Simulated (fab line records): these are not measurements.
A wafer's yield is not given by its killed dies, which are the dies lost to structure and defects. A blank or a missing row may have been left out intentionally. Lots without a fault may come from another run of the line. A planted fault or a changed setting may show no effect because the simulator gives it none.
The tool behind it: which one? | flow nand_harc | 63 wafers from 21 lots sampled at 6 of the route's 1159 steps

== WHAT THE GAUGES SHOWED, per wafer ==
Not one reading of a measure or inspect step in the record can be checked against a usual standard deviation.

== TOOL THAT RAN EACH LOT (tool first, then ch and the chambers of the sampled wafers, then the start) ==
lot  | NHARC_A_CONTACT_ETCH_49                       | NHARC_A_CONTACT_ETCH_115             | NHARC_A_CONTACT_ETCH_122             | NHARC_A_CONTACT_ETCH_76                       | NHARC_A_CONTACT_ETCH_78                       | NHARC_A_CONTACT_DEP_84
L077 | rie_diel-08 ch 0,2, day 16 22:50 or earlier   | har_cap_etch-03 ch 0,1, day 16 22:50 | har_cap_etch-03 ch 0,1, day 16 23:41 | rie_diel-11 ch 0,1,3, day 17 10:08 or earlier | rie_diel-11 ch 0,1, day 17 10:08 or earlier   | acl_dep-02 ch 0, day 17 10:08
L076 | rie_diel-08 ch 0,1,3, day 17 00:08 or earlier | har_cap_etch-01 ch 0,1, day 17 00:08 | har_cap_etch-01 ch 0,1, day 17 00:47 | rie_diel-11 ch 1,3, day 17 10:36 or earlier   | rie_diel-11 ch 0,1,3, day 17 10:36 or earlier | acl_dep-01 ch 0, day 17 10:36
L078 | rie_diel-11 ch 1,3, day 17 12:43 or earlier   | har_cap_etch-03 ch 1, day 17 12:43   | har_cap_etch-03 ch 1, day 17 13:21   | rie_diel-08 ch 1,2, day 17 22:34 or earlier   | rie_diel-08 ch 1,2, day 17 22:34 or earlier   | acl_dep-01 ch 0, day 17 22:34
L081 | rie_diel-08 ch 0,1,2, day 18 05:58 or earlier | har_cap_etch-02 ch 0,1, day 18 05:58 | har_cap_etch-02 ch 0,1, day 18 06:36 | rie_diel-08 ch 0,2, day 18 17:21 or earlier   | rie_diel-08 ch 0,1,2, day 18 17:21 or earlier | acl_dep-02 ch 0, day 18 17:21
L082 | rie_diel-13 ch 0,1,2, day 18 15:21 or earlier | har_cap_etch-02 ch 0,1, day 18 15:21 | har_cap_etch-02 ch 0,1, day 18 15:59 | rie_diel-11 ch 0,1,3, day 19 04:13 or earlier | rie_diel-11 ch 0,1,3, day 19 04:13 or earlier | acl_dep-01 ch 0, day 19 04:13
L083 | rie_diel-11 ch 1,2,3, day 18 15:58 or earlier | har_cap_etch-01 ch 0,1, day 18 15:58 | har_cap_etch-01 ch 0,1, day 18 16:50 | rie_diel-11 ch 0,1,3, day 19 04:03 or earlier | rie_diel-11 ch 1,3, day 19 04:03 or earlier   | acl_dep-02 ch 0, day 19 04:03
L084 | rie_diel-11 ch 0,1,2, day 18 20:06 or earlier | har_cap_etch-02 ch 0,1, day 18 20:06 | har_cap_etch-02 ch 0,1, day 18 20:44 | rie_diel-08 ch 1,3, day 19 09:14 or earlier   | rie_diel-08 ch 0,1,2, day 19 09:14 or earlier | acl_dep-02 ch 0, day 19 09:14
L079 | rie_diel-13 ch 0,3, day 18 20:30 or earlier   | har_cap_etch-01 ch 0,1, day 18 20:30 | har_cap_etch-01 ch 0,1, day 18 21:22 | rie_diel-11 ch 0,1, day 19 09:44 or earlier   | rie_diel-11 ch 1,3, day 19 09:44 or earlier   | acl_dep-01 ch 0, day 19 09:44
L086 | rie_diel-11 ch 1,2,3, day 19 01:37 or earlier | har_cap_etch-01 ch 0,1, day 19 01:37 | har_cap_etch-01 ch 0,1, day 19 02:28 | rie_diel-08 ch 0,1,2, day 19 12:50 or earlier | rie_diel-08 ch 0,2,3, day 19 12:50 or earlier | acl_dep-02 ch 0, day 19 12:50
L088 | rie_diel-13 ch 0,2,3, day 19 02:35 or earlier | har_cap_etch-02 ch 0,1, day 19 02:35 | har_cap_etch-02 ch 0,1, day 19 03:13 | rie_diel-13 ch 2,3, day 19 13:22 or earlier   | rie_diel-13 ch 0,2,3, day 19 13:22 or earlier | acl_dep-01 ch 0, day 19 13:22
L085 | rie_diel-08 ch 0,1,2, day 19 11:53 or earlier | har_cap_etch-03 ch 0,1, day 19 11:53 | har_cap_etch-03 ch 0,1, day 19 12:31 | rie_diel-11 ch 0,1,3, day 19 21:28 or earlier | rie_diel-11 ch 0,3, day 19 21:28 or earlier   | acl_dep-03 ch 0, day 19 21:28
L087 | rie_diel-11 ch 1,2,3, day 19 13:01 or earlier | har_cap_etch-01 ch 0,1, day 19 13:01 | har_cap_etch-01 ch 0,1, day 19 13:39 | rie_diel-11 ch 0,2,3, day 19 22:55 or earlier | rie_diel-11 ch 1,2,3, day 19 22:55 or earlier | acl_dep-03 ch 0, day 19 22:55
L089 | rie_diel-08 ch 0,1, day 20 03:13 or earlier   | har_cap_etch-02 ch 0,1, day 20 03:13 | har_cap_etch-02 ch 0,1, day 20 03:51 | rie_diel-13 ch 0,1, day 20 12:53 or earlier   | rie_diel-13 ch 0,1,3, day 20 12:53 or earlier | acl_dep-01 ch 0, day 20 12:53
L090 | rie_diel-11 ch 0,2,3, day 20 06:46 or earlier | har_cap_etch-01 ch 1, day 20 06:46   | har_cap_etch-01 ch 1, day 20 07:23   | rie_diel-11 ch 0,3, day 20 20:06 or earlier   | rie_diel-11 ch 0,1,2, day 20 20:06 or earlier | acl_dep-02 ch 0, day 20 20:06
L091 | rie_diel-11 ch 0,1,3, day 20 08:19 or earlier | har_cap_etch-03 ch 0,1, day 20 08:19 | har_cap_etch-03 ch 0,1, day 20 08:58 | rie_diel-11 ch 0,2, day 20 23:41 or earlier   | rie_diel-11 ch 0,1,3, day 20 23:41 or earlier | acl_dep-03 ch 0, day 20 23:41
L092 | rie_diel-08 ch 1,2, day 20 11:32 or earlier   | har_cap_etch-01 ch 0,1, day 20 11:32 | har_cap_etch-01 ch 0,1, day 20 12:22 | rie_diel-11 ch 2,3, day 21 01:04 or earlier   | rie_diel-11 ch 1,3, day 21 01:04 or earlier   | acl_dep-02 ch 0, day 21 01:04
L093 | rie_diel-13 ch 0,2,3, day 20 16:01 or earlier | har_cap_etch-02 ch 0,1, day 20 16:01 | har_cap_etch-02 ch 0,1, day 20 16:40 | rie_diel-11 ch 0,2,3, day 21 09:35 or earlier | rie_diel-11 ch 0,1,2, day 21 09:35 or earlier | acl_dep-03 ch 0, day 21 09:35
L095 | rie_diel-11 ch 0,2, day 21 00:49 or earlier   | har_cap_etch-01 ch 0,1, day 21 00:49 | har_cap_etch-01 ch 0,1, day 21 01:27 | rie_diel-11 ch 0,1, day 21 11:50 or earlier   | rie_diel-11 ch 1,3, day 21 11:50 or earlier   | acl_dep-02 ch 0, day 21 11:50
L094 | rie_diel-13 ch 0,1,2, day 21 02:02 or earlier | har_cap_etch-03 ch 0,1, day 21 02:02 | har_cap_etch-03 ch 0,1, day 21 02:40 | rie_diel-13 ch 0,1,2, day 21 12:53 or earlier | rie_diel-13 ch 1,2,3, day 21 12:53 or earlier | acl_dep-02 ch 0, day 21 12:53
L096 | rie_diel-13 ch 1,2,3, day 21 18:29 or earlier | har_cap_etch-01 ch 0,1, day 21 18:29 | har_cap_etch-01 ch 0,1, day 21 19:07 | rie_diel-08 ch 0,2,3, day 22 03:49 or earlier | rie_diel-08 ch 0,1,2, day 22 03:49 or earlier | acl_dep-03 ch 0, day 22 03:49
L097 | rie_diel-13 ch 2,3, day 22 23:13 or earlier   | har_cap_etch-03 ch 0,1, day 22 23:13 | har_cap_etch-03 ch 0,1, day 22 23:51 | rie_diel-11 ch 0,3, day 23 12:43 or earlier   | rie_diel-11 ch 0,2,3, day 23 12:43 or earlier | acl_dep-01 ch 0, day 23 12:43
- NHARC_A_CONTACT_ETCH_49: etches the open film in N2/H2, target depth 260 nm, time 475.3 s.
- NHARC_A_CONTACT_ETCH_115: etches the open film in C4F8/O2/Ar, time 94 s, target depth 922 nm.
- NHARC_A_CONTACT_ETCH_122: etches the open film in C4F8/O2/Ar, time 95 s, target depth 930 nm.
- NHARC_A_CONTACT_ETCH_76: etches the open film in N2/H2, target depth 260 nm, time 475.3 s.
- NHARC_A_CONTACT_ETCH_78: etches the open film in O2/COS, target depth 2800 nm, time 728 s.
- NHARC_A_CONTACT_DEP_84: deposits aC, target thk 2000 nm.

== AS READ BY THE TOOLS THEMSELVES (means over the sampled wafers that have a number; for cases with no such wafer, the mark the record gives instead) ==
NHARC_A_CONTACT_ETCH_49. Usual: chamber_pressure_mTorr 29.998 mTorr, standard deviation 0.027; drypump_motor_current_A 5.8 A, standard deviation 0.4; h2_flow_sccm 150.1 sccm, standard deviation 0.47; n2_flow_sccm 150.0 sccm, standard deviation 0.42; oes_product_au 1.002 a.u., standard deviation 0.0094; rf_vpp_V 429.8 V, standard deviation 1.9; showerhead_plenum_p_Torr 2.01 Torr, standard deviation 0.063; throttle_valve_pct 14.171 %, standard deviation 0.0092.
lot  | tool        | chamber_pressure_mTorr (mTorr) | drypump_motor_current_A (A) | h2_flow_sccm (sccm) | n2_flow_sccm (sccm) | oes_product_au (a.u.) | rf_vpp_V (V) | showerhead_plenum_p_Torr (Torr) | throttle_valve_pct (%) | flag
L077 | rie_diel-08 | 29.987                         | 5.8                         | 149.6               | 150.5               | 1.004                 | 431.8        | 2.07                            | 14.164                 |
L076 | rie_diel-08 | 30.006                         | 6.1                         | 150.5               | 150.0               | 1.013                 | 428.8        | 1.98                            | 14.176                 |
L078 | rie_diel-11 | 30.009                         | 6.2                         | 150.1               | 150.4               | 1.008                 | 430.3        | 2.01                            | 14.180                 |
L081 | rie_diel-08 | 29.996                         | 6.0                         | 149.9               | 150.0               | 1.007                 | 429.5        | 2.00                            | 14.166                 |
L082 | rie_diel-13 | 30.026                         | 5.4                         | 150.5               | 149.7               | 0.988                 | 428.5        | 2.00                            | 14.163                 |
L083 | rie_diel-11 | 30.000                         | 6.0                         | 150.2               | 150.3               | 1.010                 | 430.1        | 2.05                            | 14.168                 |
L084 | rie_diel-11 | 29.980                         | 6.0                         | 150.5               | 150.0               | 1.003                 | 431.2        | 2.07                            | 14.170                 |
L079 | rie_diel-13 | 29.999                         | 5.5                         | 149.8               | 149.9               | 0.990                 | 428.1        | 1.94                            | 14.176                 |
L086 | rie_diel-11 | 29.988                         | 5.9                         | 150.1               | 150.1               | 1.004                 | 430.2        | 2.05                            | 14.177                 |
L088 | rie_diel-13 | 30.012                         | 5.6                         | 150.3               | 150.2               | 0.996                 | 429.7        | 2.00                            | 14.169                 |
L085 | rie_diel-08 | 29.997                         | 6.0                         | 150.2               | 150.0               | 1.002                 | 429.4        | 2.00                            | 14.171                 |
L087 | rie_diel-11 | 29.997                         | 6.0                         | 150.1               | 150.1               | 1.003                 | 431.2        | 2.05                            | 14.183                 |
L089 | rie_diel-08 | 30.020                         | 6.3                         | 150.3               | 150.3               | 1.000                 | 429.0        | 1.99                            | 14.172                 |
L090 | rie_diel-11 | 29.988                         | 5.8                         | 149.6               | 149.9               | 0.994                 | 430.6        | 2.04                            | 14.181                 |
L091 | rie_diel-11 | 30.003                         | 6.2                         | 150.3               | 149.7               | 1.000                 | 430.0        | 2.02                            | 14.180                 |
L092 | rie_diel-08 | 30.009                         | 6.0                         | 150.2               | 149.9               | 1.011                 | 428.0        | 1.96                            | 14.174                 |
L093 | rie_diel-13 | 29.962                         | 5.6                         | 150.1               | 149.9               | 0.994                 | 429.0        | 2.00                            | 14.171                 |
L095 | rie_diel-11 | 29.974                         | 5.5                         | 149.8               | 149.7               | 1.000                 | 431.4        | 2.08                            | 14.168                 |
L094 | rie_diel-13 | 29.978                         | 5.4                         | 149.9               | 149.5               | 0.996                 | 430.6        | 2.00                            | 14.170                 |
L096 | rie_diel-13 | 30.000                         | 5.5                         | 150.1               | 150.1               | 1.002                 | 429.6        | 2.01                            | 14.171                 |
L097 | rie_diel-13 | 30.007                         | 5.6                         | 150.0               | 150.5               | 1.007                 | 430.7        | 2.05                            | 14.175                 |

NHARC_A_CONTACT_ETCH_115. Usual: chamber_pressure_mTorr at 20.001 mTorr, with a standard deviation of 0.016.
lot  | tool            | chamber_pressure_mTorr (mTorr) | flag
L077 | har_cap_etch-03 | 20.002                         |
L076 | har_cap_etch-01 | 20.000                         |
L078 | har_cap_etch-03 | 20.029                         |
L081 | har_cap_etch-02 | 20.000                         |
L082 | har_cap_etch-02 | 20.006                         |
L083 | har_cap_etch-01 | 20.012                         |
L084 | har_cap_etch-02 | 20.007                         |
L079 | har_cap_etch-01 | 20.006                         |
L086 | har_cap_etch-01 | 20.007                         |
L088 | har_cap_etch-02 | 19.998                         |
L085 | har_cap_etch-03 | 20.002                         |
L087 | har_cap_etch-01 | 20.012                         |
L089 | har_cap_etch-02 | 19.987                         |
L090 | har_cap_etch-01 | 20.005                         |
L091 | har_cap_etch-03 | 19.992                         |
L092 | har_cap_etch-01 | 20.001                         |
L093 | har_cap_etch-02 | 20.000                         |
L095 | har_cap_etch-01 | 19.995                         |
L094 | har_cap_etch-03 | 20.001                         |
L096 | har_cap_etch-01 | 19.999                         |
L097 | har_cap_etch-03 | 20.018                         |

NHARC_A_CONTACT_ETCH_122. Usual: chamber_pressure_mTorr at 20.001 mTorr, with a standard deviation of 0.017.
lot  | tool            | chamber_pressure_mTorr (mTorr) | flag
L077 | har_cap_etch-03 | 20.020                         |
L076 | har_cap_etch-01 | 20.016                         |
L078 | har_cap_etch-03 | 19.981                         |
L081 | har_cap_etch-02 | 20.003                         |
L082 | har_cap_etch-02 | 19.992                         |
L083 | har_cap_etch-01 | 20.006                         |
L084 | har_cap_etch-02 | 19.999                         |
L079 | har_cap_etch-01 | 19.992                         |
L086 | har_cap_etch-01 | 20.006                         |
L088 | har_cap_etch-02 | 20.006                         |
L085 | har_cap_etch-03 | 19.991                         |
L087 | har_cap_etch-01 | 20.001                         |
L089 | har_cap_etch-02 | 19.997                         |
L090 | har_cap_etch-01 | 19.987                         |
L091 | har_cap_etch-03 | 20.014                         |
L092 | har_cap_etch-01 | 20.009                         |
L093 | har_cap_etch-02 | 19.998                         |
L095 | har_cap_etch-01 | 19.990                         |
L094 | har_cap_etch-03 | 19.989                         |
L096 | har_cap_etch-01 | 20.012                         |
L097 | har_cap_etch-03 | 20.006                         |

NHARC_A_CONTACT_ETCH_76. Usual: chamber_pressure_mTorr 30.002 mTorr, standard deviation 0.028; drypump_motor_current_A 5.9 A, standard deviation 0.41; h2_flow_sccm 150.1 sccm, standard deviation 0.41; n2_flow_sccm 150.0 sccm, standard deviation 0.43; oes_product_au 1.003 a.u., standard deviation 0.0093; rf_vpp_V 430.0 V, standard deviation 1.7; showerhead_plenum_p_Torr 2.02 Torr, standard deviation 0.057; throttle_valve_pct 14.170 %, standard deviation 0.0097.
lot  | tool        | chamber_pressure_mTorr (mTorr) | drypump_motor_current_A (A) | h2_flow_sccm (sccm) | n2_flow_sccm (sccm) | oes_product_au (a.u.) | rf_vpp_V (V) | showerhead_plenum_p_Torr (Torr) | throttle_valve_pct (%) | flag
L077 | rie_diel-11 | 29.990                         | 6.2                         | 150.3               | 149.9               | 0.997                 | 430.0        | 2.02                            | 14.163                 |
L076 | rie_diel-11 | 29.998                         | 6.4                         | 150.2               | 150.0               | 1.004                 | 429.1        | 2.03                            | 14.169                 |
L078 | rie_diel-08 | 30.003                         | 6.0                         | 150.3               | 150.1               | 1.010                 | 428.9        | 1.96                            | 14.178                 |
L081 | rie_diel-08 | 30.015                         | 6.0                         | 150.3               | 149.3               | 0.992                 | 431.1        | 2.05                            | 14.167                 |
L082 | rie_diel-11 | 30.007                         | 6.2                         | 149.7               | 150.2               | 1.006                 | 429.8        | 2.02                            | 14.172                 |
L083 | rie_diel-11 | 29.991                         | 6.2                         | 150.0               | 150.4               | 1.000                 | 429.9        | 2.02                            | 14.165                 |
L084 | rie_diel-08 | 30.016                         | 6.1                         | 150.1               | 150.0               | 1.014                 | 428.0        | 1.93                            | 14.165                 |
L079 | rie_diel-11 | 30.004                         | 6.2                         | 149.7               | 149.6               | 1.003                 | 430.3        | 2.03                            | 14.168                 |
L086 | rie_diel-08 | 30.020                         | 6.0                         | 150.4               | 150.2               | 1.002                 | 429.6        | 2.00                            | 14.168                 |
L088 | rie_diel-13 | 29.982                         | 5.6                         | 149.7               | 150.0               | 1.000                 | 430.0        | 2.01                            | 14.167                 |
L085 | rie_diel-11 | 30.007                         | 6.2                         | 149.7               | 150.0               | 1.004                 | 430.0        | 2.02                            | 14.172                 |
L087 | rie_diel-11 | 30.008                         | 5.8                         | 150.2               | 149.9               | 1.009                 | 429.8        | 2.04                            | 14.177                 |
L089 | rie_diel-13 | 30.009                         | 5.4                         | 150.2               | 149.6               | 0.989                 | 427.3        | 1.94                            | 14.170                 |
L090 | rie_diel-11 | 30.010                         | 6.0                         | 150.6               | 150.4               | 1.006                 | 429.5        | 2.01                            | 14.180                 |
L091 | rie_diel-11 | 30.016                         | 5.8                         | 150.0               | 150.3               | 0.998                 | 430.6        | 2.06                            | 14.166                 |
L092 | rie_diel-11 | 30.006                         | 5.5                         | 150.4               | 150.1               | 1.001                 | 432.1        | 2.07                            | 14.172                 |
L093 | rie_diel-11 | 30.014                         | 5.8                         | 150.2               | 149.8               | 1.000                 | 430.2        | 2.04                            | 14.172                 |
L095 | rie_diel-11 | 30.006                         | 6.2                         | 150.3               | 150.2               | 0.995                 | 429.7        | 2.03                            | 14.171                 |
L094 | rie_diel-13 | 30.024                         | 5.4                         | 150.4               | 150.1               | 1.002                 | 429.9        | 1.99                            | 14.160                 |
L096 | rie_diel-08 | 29.992                         | 5.9                         | 150.1               | 150.0               | 0.993                 | 429.7        | 2.02                            | 14.178                 |
L097 | rie_diel-11 | 30.018                         | 6.0                         | 150.3               | 149.8               | 1.008                 | 428.7        | 1.99                            | 14.171                 |

NHARC_A_CONTACT_ETCH_78. Usual: chamber_pressure_mTorr 20.002 mTorr, standard deviation 0.019; drypump_motor_current_A 5.9 A, standard deviation 0.43; oes_product_au 1.002 a.u., standard deviation 0.0082; rf_vpp_V 313.9 V, standard deviation 1.4; showerhead_plenum_p_Torr 3.10 Torr, standard deviation 0.082; throttle_valve_pct 28.331 %, standard deviation 0.0097.
lot  | tool        | chamber_pressure_mTorr (mTorr) | drypump_motor_current_A (A) | oes_product_au (a.u.) | rf_vpp_V (V) | showerhead_plenum_p_Torr (Torr) | throttle_valve_pct (%) | flag
L077 | rie_diel-11 | 19.981                         | 6.4                         | 0.999                 | 314.2        | 3.12                            | 28.331                 |
L076 | rie_diel-11 | 19.984                         | 6.2                         | 1.005                 | 313.9        | 3.10                            | 28.330                 |
L078 | rie_diel-08 | 20.003                         | 5.8                         | 1.012                 | 313.5        | 3.09                            | 28.331                 |
L081 | rie_diel-08 | 19.999                         | 6.0                         | 0.998                 | 313.6        | 3.07                            | 28.335                 |
L082 | rie_diel-11 | 20.007                         | 6.2                         | 0.997                 | 314.2        | 3.09                            | 28.327                 |
L083 | rie_diel-11 | 20.028                         | 6.2                         | 0.999                 | 314.1        | 3.07                            | 28.315                 |
L084 | rie_diel-08 | 19.993                         | 6.1                         | 1.003                 | 312.9        | 3.07                            | 28.326                 |
L079 | rie_diel-11 | 20.007                         | 6.2                         | 1.003                 | 313.5        | 3.07                            | 28.337                 |
L086 | rie_diel-08 | 20.001                         | 5.9                         | 1.004                 | 314.2        | 3.11                            | 28.331                 |
L088 | rie_diel-13 | 20.012                         | 5.6                         | 0.996                 | 313.0        | 3.07                            | 28.321                 |
L085 | rie_diel-11 | 20.005                         | 6.0                         | 0.999                 | 313.5        | 3.09                            | 28.333                 |
L087 | rie_diel-11 | 20.001                         | 6.0                         | 1.002                 | 314.2        | 3.13                            | 28.333                 |
L089 | rie_diel-13 | 20.019                         | 5.4                         | 0.997                 | 312.4        | 3.00                            | 28.331                 |
L090 | rie_diel-11 | 19.999                         | 6.0                         | 1.007                 | 314.1        | 3.16                            | 28.339                 |
L091 | rie_diel-11 | 20.006                         | 6.2                         | 1.002                 | 314.0        | 3.09                            | 28.328                 |
L092 | rie_diel-11 | 20.024                         | 6.4                         | 1.007                 | 313.9        | 3.09                            | 28.339                 |
L093 | rie_diel-11 | 19.998                         | 6.0                         | 1.006                 | 315.5        | 3.15                            | 28.336                 |
L095 | rie_diel-11 | 19.999                         | 6.4                         | 0.996                 | 314.2        | 3.09                            | 28.327                 |
L094 | rie_diel-13 | 19.989                         | 5.5                         | 1.009                 | 314.7        | 3.08                            | 28.330                 |
L096 | rie_diel-08 | 20.008                         | 6.0                         | 0.994                 | 313.2        | 3.06                            | 28.332                 |
L097 | rie_diel-11 | 19.999                         | 5.8                         | 0.999                 | 314.2        | 3.12                            | 28.339                 |

NHARC_A_CONTACT_DEP_84. Usual: throttle_valve_pct at 35.000 %, with a standard deviation of 0.0088.
lot  | tool       | throttle_valve_pct (%) | flag
L077 | acl_dep-02 | 35.003                 |
L076 | acl_dep-01 | 34.995                 |
L078 | acl_dep-01 | 35.009                 |
L081 | acl_dep-02 | 35.001                 |
L082 | acl_dep-01 | 34.997                 |
L083 | acl_dep-02 | 35.002                 |
L084 | acl_dep-02 | 35.002                 |
L079 | acl_dep-01 | 35.003                 |
L086 | acl_dep-02 | 34.993                 |
L088 | acl_dep-01 | 35.002                 |
L085 | acl_dep-03 | 34.988                 |
L087 | acl_dep-03 | 35.007                 |
L089 | acl_dep-01 | 35.005                 |
L090 | acl_dep-02 | 35.000                 |
L091 | acl_dep-03 | 34.994                 |
L092 | acl_dep-02 | 34.999                 |
L093 | acl_dep-03 | 35.000                 |
L095 | acl_dep-02 | 35.002                 |
L094 | acl_dep-02 | 34.996                 |
L096 | acl_dep-03 | 34.993                 |
L097 | acl_dep-01 | 35.001                 |

== THE ANSWER, worked out from the rows above alone ==
Rule: take the mean of a lot's wafers that have a number; if it is more than 3 standard deviations from the usual mean, the lot is off. Also off: a lot with no number at a reading for which 4 or more lots have one. All remaining lots with rows at the step are treated as sound. After the gauges, taken in route order, come the tools' own readings; for these a lot's mean is taken, as printed above. The first step at which some lot is off is used, and at that step the reading that is off furthest; a lot without a number counts as furthest.
No lot is off at any reading shown: from this, nothing can be told.

== WHAT THE SIMULATOR HAD PUT IN ==
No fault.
